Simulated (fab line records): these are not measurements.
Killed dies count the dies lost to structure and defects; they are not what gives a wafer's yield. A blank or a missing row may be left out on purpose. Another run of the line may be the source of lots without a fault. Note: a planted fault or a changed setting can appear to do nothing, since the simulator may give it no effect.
Problem report in the 8D (eight disciplines) form, filled by code | flow nand-harc | the parts of the form that need people (team, actions taken, sign-off) are left out

1. WHAT IS WRONG
Wafers without a fault read 998 nm, standard deviation 12; thk-nm at NHARC_A_ONON_D1_THK_MEAS_08 reads a mean of 710 nm on 3 wafers belonging to 2 lots. That puts it -24 standard deviations away from the usual mean.
The step: measures by ellipsometry.
The first sign was on wafer L781.6 at day 11 04:35, on film-metro-01. The record holds 33 wafers of 11 lots with a number at this step. The rule behind "out" and "out of limits": a value lying over 4 standard deviations away from the usual mean. The rest of the wafers with a number are treated as sound.

2. WHAT THIS IS AND IS NOT
question                    | is                           | is not
which readings at this step | thk-nm                       | -
which lots                  | L781, L784                   | L775, L787, L790, L791, L792, L793, L794, L795, L796
which wafers of those lots  | L781.6, L784.1, L784.6       | L781.4, L781.5, L784.5
read on which gauges        | film-metro-01, film-metro-02 | -
when                        | from day 11 04:35            | up to then (5 sound wafers); but 25 sound wafers of L784, L787, L790, L791, L792, L793, L794, L795, L796 came after

3. THE SUSPECTS, EACH WITH WHAT RULES IT OUT
Counting: if a tool at a process step up to the reading ran every lot that is out, it stays a suspect. Sound lots after the first of them don't rule it out here, since some wafers of a struck lot are sound.
- ruled out: the gauge at NHARC_A_ONON_D1_THK_MEAS_08. 2 gauges (film-metro-01, film-metro-02) read the wafers that are out.
- rie-diel-12 at NHARC_P_BONDPAD_ACTIVATE_29 (chemistry N2, time 60 s): kept. It ran every lot that is out, first L781 (day 9 23:52).
- rie-diel-09 at NHARC_A_ZERO_WELL_ETCH_19 (etches the open film in N2/H2, target depth 80 nm, overetch 24 nm, time 87.88 s): kept. It ran every lot that is out, first L781 (day 10 01:20).
- pecvd-onon-04 at NHARC_A_ONON_D1_DEP_06 (target thk 1000 nm): kept. Every lot that is out went through it, the first being L781 (day 11 04:15); the last sound lot it ran before that was L775 (day 8 20:35).
After the count, these remain: rie-diel-12 at NHARC_P_BONDPAD_ACTIVATE_29, rie-diel-09 at NHARC_A_ZERO_WELL_ETCH_19 and pecvd-onon-04 at NHARC_A_ONON_D1_DEP_06.

4. THE CAUSE (what the simulator had put in)
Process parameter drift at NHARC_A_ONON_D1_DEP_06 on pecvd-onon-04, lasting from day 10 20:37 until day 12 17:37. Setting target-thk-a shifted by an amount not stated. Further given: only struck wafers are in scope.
3 suspects survive the count, and this tool is in that group.

5. THE CHAIN OF EFFECTS, in route order
Rows list readings where the struck wafers' mean (over those with a number) sits beyond 3 standard deviations from the usual. Scope: only readings with a usual standard deviation given in the record; hours: median across lots of the time from each lot's start at the first step in this table that gives one to its start at this step; sigmas: change in usual standard deviations.
hours | step                        | reading         | usual  | on struck wafers | change | sigmas
0     | NHARC_A_ONON_D1_THK_MEAS_08 | thk-nm          | 998 nm | 710              | -288   | -24
392   | NHARC_END_SORT_01           | killed-at-array | 54     | 673              | +619   | +36
392   | NHARC_END_SORT_01           | killed-dies     | 58     | 677              | +619   | +36

6. WHAT WOULD HAVE CAUGHT IT SOONER
Counted from the fault's start at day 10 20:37, it took 8 hours until the first out-of-limits reading at a measuring or inspecting step in this record, taken at day 11 04:35.
An alarm limit of 4 standard deviations would not have fired on the tool readings at NHARC_A_ONON_D1_DEP_06 for which the record gives a usual standard deviation, since none of them was out on any struck wafer.
Lots out: 2; of these, L784 started NHARC_A_ONON_D1_DEP_06 on pecvd-onon-04 after day 11 04:35. Putting the tool on hold at that point would have spared it.
